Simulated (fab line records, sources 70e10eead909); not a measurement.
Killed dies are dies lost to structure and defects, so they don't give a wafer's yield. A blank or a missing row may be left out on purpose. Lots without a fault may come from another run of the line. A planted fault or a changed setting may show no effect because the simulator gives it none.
Which tool did it? | flow nand_harc | 24 lots, 72 wafers sampled, at 6 steps of a route of 1302

WHAT THE GAUGES READ, wafer by wafer
NHARC_A_BONDPAD_THK_MEAS_20: measures by xrf.
lot  | measured     | on            | thk_nm (nm)
L074 | day 23 15:29 | film_metro-01 | 171.0 168.6 169.5
L076 | day 23 15:58 | film_metro-01 | 168.9 168.6 171.2
L075 | day 23 19:55 | film_metro-01 | 169.6 171.1 170.9
L077 | day 24 07:39 | film_metro-02 | 167.9 168.9 168.8
L078 | day 24 13:14 | film_metro-02 | 170.0 170.5 168.2
L080 | day 25 13:58 | film_metro-02 | 168.0 168.8 167.6
L079 | day 25 15:06 | film_metro-02 | 171.2 169.2 170.3
L083 | day 26 17:52 | film_metro-01 | 170.4 171.0 169.7
L081 | day 27 11:47 | film_metro-02 | 169.9 169.9 168.8
L082 | day 27 19:31 | film_metro-01 | 169.5 169.2 170.6
L085 | day 27 20:56 | film_metro-02 | 168.9 168.7 169.9
L084 | day 27 23:02 | film_metro-01 | 169.3 170.8 170.4
L087 | day 28 15:00 | film_metro-01 | 170.8 170.6 169.3
L086 | day 28 17:52 | film_metro-02 | 169.9 169.0 171.2
L088 | day 29 17:31 | film_metro-02 | 169.7 168.8 168.8
L089 | day 30 04:34 | film_metro-01 | 170.0 167.3 169.2
L090 | day 30 07:10 | film_metro-02 | 170.1 169.7 171.1
L092 | day 30 21:55 | film_metro-02 | 170.2 171.1 169.6
L091 | day 30 22:14 | film_metro-02 | 172.6 170.3 170.2
L093 | day 31 03:34 | film_metro-01 | 169.7 169.0 169.0
L095 | day 31 20:29 | film_metro-02 | 171.9 171.1 173.5
L094 | day 31 20:31 | film_metro-02 | 169.3 170.6 171.5
L096 | day 32 13:19 | film_metro-02 | 171.1 168.7 167.7
L097 | day 32 17:23 | film_metro-02 | 168.4 169.6 169.1

NHARC_A_BONDPAD_INSPECT_23.
lot  | measured     | on                | raw_defect_count
L074 | day 23 15:42 | defect_inspect-02 | 675 531 453
L076 | day 23 16:11 | defect_inspect-01 | 394 355 554
L075 | day 23 20:09 | defect_inspect-01 | 625 514 629
L077 | day 24 07:52 | defect_inspect-01 | 568 550 581
L078 | day 24 13:28 | defect_inspect-02 | 383 376 539
L080 | day 25 14:11 | defect_inspect-01 | 457 512 440
L079 | day 25 15:18 | defect_inspect-02 | 709 613 459
L083 | day 26 18:05 | defect_inspect-01 | 786 760 576
L081 | day 27 12:01 | defect_inspect-02 | 462 339 458
L082 | day 27 19:43 | defect_inspect-01 | 653 707 878
L085 | day 27 21:08 | defect_inspect-01 | 471 495 659
L084 | day 27 23:15 | defect_inspect-02 | 518 398 352
L087 | day 28 15:12 | defect_inspect-01 | 542 604 450
L086 | day 28 18:05 | defect_inspect-01 | 682 586 582
L088 | day 29 17:43 | defect_inspect-02 | 547 461 563
L089 | day 30 04:46 | defect_inspect-01 | 732 472 565
L090 | day 30 07:23 | defect_inspect-02 | 445 355 361
L092 | day 30 22:12 | defect_inspect-01 | 755 499 557
L091 | day 30 22:28 | defect_inspect-02 | 576 522 502
L093 | day 31 03:47 | defect_inspect-01 | 584 485 640
L095 | day 31 20:41 | defect_inspect-01 | 974 892 832
L094 | day 31 20:45 | defect_inspect-01 | 524 445 382
L096 | day 32 13:31 | defect_inspect-01 | 825 472 566
L097 | day 32 17:36 | defect_inspect-01 | 584 775 448

WHICH TOOL RAN EACH LOT (tool, then ch and the chambers of the sampled wafers, then the start)
lot  | NHARC_A_M1_ANNEAL_31             | NHARC_A_BONDPAD_DESCUM_11          | NHARC_A_BONDPAD_ETCH_24                       | NHARC_A_BONDPAD_ANNEAL_28
L074 | rtp_anneal-01 ch 0, day 23 10:08 | rie_diel-10 ch 1,2, day 23 13:00   | rie_diel-08 ch 0,1, day 23 14:56 or earlier   | rtp_anneal-01 ch 0, day 23 14:56
L076 | rtp_anneal-01 ch 0, day 23 10:43 | rie_diel-10 ch 0,2, day 23 13:34   | rie_diel-08 ch 1,2,3, day 23 15:17 or earlier | rtp_anneal-01 ch 0, day 23 15:17
L075 | rtp_anneal-02 ch 0, day 23 14:34 | rie_diel-10 ch 0,1,2, day 23 17:30 | rie_diel-13 ch 0,1,2, day 23 19:16 or earlier | rtp_anneal-01 ch 0, day 23 19:16
L077 | rtp_anneal-01 ch 0, day 24 02:20 | rie_diel-13 ch 0,2,3, day 24 05:19 | rie_diel-13 ch 0,3, day 24 06:59 or earlier   | rtp_anneal-02 ch 0, day 24 06:59
L078 | rtp_anneal-01 ch 0, day 24 08:03 | rie_diel-08 ch 0,2, day 24 10:53   | rie_diel-13 ch 0,1,3, day 24 12:34 or earlier | rtp_anneal-02 ch 0, day 24 12:34
L080 | rtp_anneal-01 ch 0, day 25 08:58 | rie_diel-10 ch 1,2, day 25 11:38   | rie_diel-13 ch 0,2,3, day 25 13:28 or earlier | rtp_anneal-01 ch 0, day 25 13:28
L079 | rtp_anneal-01 ch 0, day 25 09:43 | rie_diel-10 ch 0,2,3, day 25 12:45 | rie_diel-13 ch 0,2,3, day 25 14:25 or earlier | rtp_anneal-01 ch 0, day 25 14:25
L083 | rtp_anneal-02 ch 0, day 26 12:40 | rie_diel-10 ch 1,3, day 26 15:30   | rie_diel-10 ch 0,1, day 26 17:11 or earlier   | rtp_anneal-02 ch 0, day 26 17:11
L081 | rtp_anneal-01 ch 0, day 27 06:27 | rie_diel-10 ch 0,1, day 27 09:27   | rie_diel-10 ch 2,3, day 27 11:11 or earlier   | rtp_anneal-01 ch 0, day 27 11:11
L082 | rtp_anneal-01 ch 0, day 27 13:59 | rie_diel-10 ch 0,1,2, day 27 17:08 | rie_diel-10 ch 0,2,3, day 27 18:50 or earlier | rtp_anneal-01 ch 0, day 27 18:50
L085 | rtp_anneal-02 ch 0, day 27 15:44 | rie_diel-10 ch 0,2,3, day 27 18:35 | rie_diel-13 ch 0,3, day 27 20:25 or earlier   | rtp_anneal-02 ch 0, day 27 20:25
L084 | rtp_anneal-02 ch 0, day 27 17:37 | rie_diel-10 ch 0,2,3, day 27 20:43 | rie_diel-10 ch 2,3, day 27 22:25 or earlier   | rtp_anneal-01 ch 0, day 27 22:25
L087 | rtp_anneal-02 ch 0, day 28 09:41 | rie_diel-10 ch 0,2,3, day 28 12:39 | rie_diel-10 ch 0,2, day 28 14:20 or earlier   | rtp_anneal-01 ch 0, day 28 14:20
L086 | rtp_anneal-01 ch 0, day 28 12:32 | rie_diel-13 ch 1,2, day 28 15:31   | rie_diel-10 ch 1,2,3, day 28 17:12 or earlier | rtp_anneal-02 ch 0, day 28 17:12
L088 | rtp_anneal-01 ch 0, day 29 12:13 | rie_diel-10 ch 1,3, day 29 15:07   | rie_diel-10 ch 0,1,2, day 29 16:53 or earlier | rtp_anneal-02 ch 0, day 29 16:53
L089 | rtp_anneal-02 ch 0, day 29 23:12 | rie_diel-08 ch 0,3, day 30 02:05   | rie_diel-10 ch 0,1,2, day 30 03:57 or earlier | rtp_anneal-01 ch 0, day 30 03:57
L090 | rtp_anneal-02 ch 0, day 30 01:50 | rie_diel-10 ch 0,1,2, day 30 04:47 | rie_diel-10 ch 0,1,3, day 30 06:30 or earlier | rtp_anneal-02 ch 0, day 30 06:30
L092 | rtp_anneal-01 ch 0, day 30 16:36 | rie_diel-08 ch 0,1,3, day 30 19:26 | rie_diel-10 ch 0,2,3, day 30 21:15 or earlier | rtp_anneal-01 ch 0, day 30 21:15
L091 | rtp_anneal-02 ch 0, day 30 16:53 | rie_diel-08 ch 1,2,3, day 30 19:48 | rie_diel-08 ch 1,2,3, day 30 21:40 or earlier | rtp_anneal-01 ch 0, day 30 21:40
L093 | rtp_anneal-01 ch 0, day 30 22:21 | rie_diel-10 ch 0,2,3, day 31 01:11 | rie_diel-10 ch 0,3, day 31 03:04 or earlier   | rtp_anneal-02 ch 0, day 31 03:04
L095 | rtp_anneal-01 ch 0, day 31 15:04 | rie_diel-10 ch 1,2,3, day 31 18:02 | rie_diel-10 ch 1,2,3, day 31 18:40            | rtp_anneal-02 ch 0, day 31 19:49
L094 | rtp_anneal-02 ch 0, day 31 15:17 | rie_diel-13 ch 0,1, day 31 18:11   | rie_diel-13 ch 0,1,3, day 31 19:54 or earlier | rtp_anneal-01 ch 0, day 31 19:54
L096 | rtp_anneal-01 ch 0, day 32 08:07 | rie_diel-08 ch 0,3, day 32 10:56   | rie_diel-08 ch 1,2,3, day 32 12:38 or earlier | rtp_anneal-01 ch 0, day 32 12:38
L097 | rtp_anneal-02 ch 0, day 32 12:00 | rie_diel-08 ch 0,1,2, day 32 14:58 | rie_diel-13 ch 0,2,3, day 32 16:43 or earlier | rtp_anneal-01 ch 0, day 32 16:43
- NHARC_A_M1_ANNEAL_31: time 90 s.
- NHARC_A_BONDPAD_DESCUM_11: chemistry O2, time 3 s.
- NHARC_A_BONDPAD_ETCH_24: etches the open film in CF4/N2, target depth 30 nm, time 72.99 s.
- NHARC_A_BONDPAD_ANNEAL_28: time 90 s.

WHAT THE TOOLS THEMSELVES READ (means of the sampled wafers that have a number; where no wafer has one, the mark that the record gives instead)
NHARC_A_M1_ANNEAL_31.
lot  | tool          | wafer_temp_C_max
L074 | rtp_anneal-01 | 226.6
L076 | rtp_anneal-01 | 226.4
L075 | rtp_anneal-02 | 226.4
L077 | rtp_anneal-01 | 226.6
L078 | rtp_anneal-01 | 226.7
L080 | rtp_anneal-01 | 226.2
L079 | rtp_anneal-01 | 226.2
L083 | rtp_anneal-02 | 226.9
L081 | rtp_anneal-01 | 226.8
L082 | rtp_anneal-01 | 226.4
L085 | rtp_anneal-02 | 226.8
L084 | rtp_anneal-02 | 226.9
L087 | rtp_anneal-02 | 226.7
L086 | rtp_anneal-01 | 226.5
L088 | rtp_anneal-01 | 226.6
L089 | rtp_anneal-02 | 227.0
L090 | rtp_anneal-02 | 226.8
L092 | rtp_anneal-01 | 226.5
L091 | rtp_anneal-02 | 226.8
L093 | rtp_anneal-01 | 226.5
L095 | rtp_anneal-01 | 226.6
L094 | rtp_anneal-02 | 227.1
L096 | rtp_anneal-01 | 226.7
L097 | rtp_anneal-02 | 226.9

NHARC_A_BONDPAD_DESCUM_11.
lot  | tool        | drypump_motor_current_A (A) | oes_product_au (a.u.) | rf_vpp_V (V) | showerhead_plenum_p_Torr (Torr) | throttle_valve_pct (%)
L074 | rie_diel-10 | 5.7                         | 1.001                 | 57.7         | 1.86                            | 11.320
L076 | rie_diel-10 | 5.9                         | 1.002                 | 57.6         | 1.89                            | 11.322
L075 | rie_diel-10 | 6.0                         | 0.998                 | 58.2         | 1.88                            | 11.311
L077 | rie_diel-13 | 5.6                         | 1.002                 | 58.0         | 1.83                            | 11.306
L078 | rie_diel-08 | 5.9                         | 0.984                 | 57.3         | 1.87                            | 11.312
L080 | rie_diel-10 | 5.8                         | 0.984                 | 58.0         | 1.85                            | 11.310
L079 | rie_diel-10 | 5.7                         | 0.999                 | 56.9         | 1.86                            | 11.297
L083 | rie_diel-10 | 5.4                         | 1.005                 | 57.4         | 1.80                            | 11.308
L081 | rie_diel-10 | 6.1                         | 0.995                 | 57.3         | 1.88                            | 11.303
L082 | rie_diel-10 | 6.0                         | 0.989                 | 58.4         | 1.88                            | 11.323
L085 | rie_diel-10 | 5.7                         | 0.990                 | 56.7         | 1.86                            | 11.318
L084 | rie_diel-10 | 5.7                         | 1.003                 | 57.0         | 1.86                            | 11.311
L087 | rie_diel-10 | 5.7                         | 0.997                 | 56.4         | 1.86                            | 11.316
L086 | rie_diel-13 | 5.9                         | 1.022                 | 58.2         | 1.82                            | 11.311
L088 | rie_diel-10 | 5.4                         | 0.995                 | 57.8         | 1.80                            | 11.315
L089 | rie_diel-08 | 5.6                         | 0.986                 | 57.2         | 1.86                            | 11.313
L090 | rie_diel-10 | 6.0                         | 0.992                 | 57.4         | 1.88                            | 11.308
L092 | rie_diel-08 | 5.7                         | 0.992                 | 57.8         | 1.86                            | 11.312
L091 | rie_diel-08 | 5.9                         | 0.990                 | 56.8         | 1.85                            | 11.319
L093 | rie_diel-10 | 5.8                         | 0.998                 | 56.8         | 1.86                            | 11.307
L095 | rie_diel-10 | 5.6                         | 1.001                 | 57.3         | 1.83                            | 11.307
L094 | rie_diel-13 | 5.2                         | 1.005                 | 57.5         | 1.86                            | 11.306
L096 | rie_diel-08 | 5.6                         | 0.999                 | 57.1         | 1.86                            | 11.308
L097 | rie_diel-08 | 5.8                         | 0.996                 | 57.3         | 1.86                            | 11.307

NHARC_A_BONDPAD_ETCH_24.
lot  | tool        | drypump_motor_current_A (A) | oes_product_au (a.u.) | rf_vpp_V (V) | showerhead_plenum_p_Torr (Torr) | throttle_valve_pct (%)
L074 | rie_diel-08 | 5.6                         | 0.983                 | 313.6        | 2.60                            | 19.796
L076 | rie_diel-08 | 5.9                         | 0.991                 | 313.7        | 2.57                            | 19.795
L075 | rie_diel-13 | 5.5                         | 1.002                 | 312.2        | 2.52                            | 19.792
L077 | rie_diel-13 | 5.3                         | 1.000                 | 312.7        | 2.55                            | 19.790
L078 | rie_diel-13 | 5.3                         | 1.004                 | 313.3        | 2.56                            | 19.790
L080 | rie_diel-13 | 5.6                         | 1.004                 | 312.1        | 2.51                            | 19.787
L079 | rie_diel-13 | 5.6                         | 1.005                 | 311.9        | 2.51                            | 19.791
L083 | rie_diel-10 | 6.3                         | 0.989                 | 314.3        | 2.62                            | 19.795
L081 | rie_diel-10 | 5.3                         | 0.995                 | 311.4        | 2.49                            | 19.793
L082 | rie_diel-10 | 5.8                         | 0.998                 | 313.3        | 2.56                            | 19.787
L085 | rie_diel-13 | 5.3                         | 1.005                 | 312.9        | 2.54                            | 19.800
L084 | rie_diel-10 | 5.3                         | 0.994                 | 312.8        | 2.49                            | 19.799
L087 | rie_diel-10 | 5.9                         | 0.990                 | 313.1        | 2.59                            | 19.802
L086 | rie_diel-10 | 5.6                         | 1.000                 | 312.3        | 2.52                            | 19.795
L088 | rie_diel-10 | 6.0                         | 0.999                 | 314.4        | 2.58                            | 19.791
L089 | rie_diel-10 | 6.0                         | 0.996                 | 313.0        | 2.58                            | 19.794
L090 | rie_diel-10 | 5.8                         | 0.995                 | 312.7        | 2.55                            | 19.791
L092 | rie_diel-10 | 5.7                         | 1.004                 | 312.9        | 2.55                            | 19.792
L091 | rie_diel-08 | 5.9                         | 0.991                 | 313.0        | 2.54                            | 19.802
L093 | rie_diel-10 | 6.1                         | 1.001                 | 313.0        | 2.58                            | 19.793
L095 | rie_diel-10 | 5.6                         | 1.004                 | 311.3        | 2.52                            | 19.792
L094 | rie_diel-13 | 5.3                         | 1.003                 | 314.0        | 2.54                            | 19.796
L096 | rie_diel-08 | 5.9                         | 0.994                 | 313.3        | 2.54                            | 19.798
L097 | rie_diel-13 | 5.6                         | 1.010                 | 311.6        | 2.50                            | 19.788

NHARC_A_BONDPAD_ANNEAL_28.
lot  | tool          | wafer_temp_C_max
L074 | rtp_anneal-01 | 226.4
L076 | rtp_anneal-01 | 226.5
L075 | rtp_anneal-01 | 226.5
L077 | rtp_anneal-02 | 226.9
L078 | rtp_anneal-02 | 226.5
L080 | rtp_anneal-01 | 226.6
L079 | rtp_anneal-01 | 226.6
L083 | rtp_anneal-02 | 227.1
L081 | rtp_anneal-01 | 226.6
L082 | rtp_anneal-01 | 226.6
L085 | rtp_anneal-02 | 226.9
L084 | rtp_anneal-01 | 226.6
L087 | rtp_anneal-01 | 226.9
L086 | rtp_anneal-02 | 226.9
L088 | rtp_anneal-02 | 227.0
L089 | rtp_anneal-01 | 226.1
L090 | rtp_anneal-02 | 226.6
L092 | rtp_anneal-01 | 226.5
L091 | rtp_anneal-01 | 226.1
L093 | rtp_anneal-02 | 227.1
L095 | rtp_anneal-02 | 227.2
L094 | rtp_anneal-01 | 226.4
L096 | rtp_anneal-01 | 226.2
L097 | rtp_anneal-01 | 226.5

THE ANSWER, worked out from the rows above alone
Rule: what is usual is taken from the lots themselves. Put in order of their means at a reading, lots are off if they are a third of the lots or fewer, leave a main group of 4 or more, and stand apart from it by a gap of 3 or more times the standard deviation of the main group's means; of several such gaps the widest counts. A main group whose means are all the same, to the digits that the tables above print for the reading, isn't used. A lot without any number at a reading at which 4 lots or more have one is off too. The other lots that the step has rows for count as sound. The gauges are gone through in route order, then the tools' own readings, and for those a lot's mean is taken as printed above. The first step at which some lot is off is used, and at that step the reading that is off furthest; a lot without a number counts as furthest.
No lot is off at any reading shown: from this, nothing can be told.

WHAT THE SIMULATOR HAD PUT IN
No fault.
